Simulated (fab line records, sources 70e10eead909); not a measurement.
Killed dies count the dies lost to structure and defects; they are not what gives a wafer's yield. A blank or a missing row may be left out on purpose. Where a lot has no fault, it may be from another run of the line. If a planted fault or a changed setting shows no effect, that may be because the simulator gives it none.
Matching of chambers ; flow nand_harc ; NHARC_A_STAIRCASE_TRIM_220 on rie_diel-09 has 4 sister chambers
The step chemistry O2, time 211.2 s. 4 wafers are shown with their chamber, then 7 later ones without.

## WAFERS PAIRED WITH THEIR CHAMBERS
wafer;chamber;drypump_motor_current_A (A)
L077.5;2;5.7
L076.1;1;5.5
L086.2;3;6.5
L086.4;0;5.2

## WAFERS WITHOUT THEIR CHAMBER
wafer;drypump_motor_current_A (A)
L086.5;5.5
L089.1;5.2
L089.3;5.8
L089.4;6.5
L096.1;5.7
L096.5;5.5
L096.6;5.8

## WHICH CHAMBER EACH WENT THROUGH
wafer;from the rows above;in truth
L086.5;1;1
L089.1;0;0
L089.3;2;2
L089.4;3;3
L096.1;2;2
L096.5;1;1
L096.6;2;2
Placed correctly: 7 of 7. From these rows, 0 cannot be placed. Placed wrongly: 0.
How it was worked out, from the rows above alone: a wafer's distance from a chamber is the root of the sum, over the readings, of the square of ((its reading less the chamber's mean) divided by the reading's scatter). If the next closest chamber is less than 2 further off than the closest, the wafer can't be placed; otherwise it belongs to the closest. For every chamber, the mean is computed from those of its wafers that are shown. The scatter: root of mean squared gap, hidden wafer to nearest shown wafer, with one shown wafer a chamber.
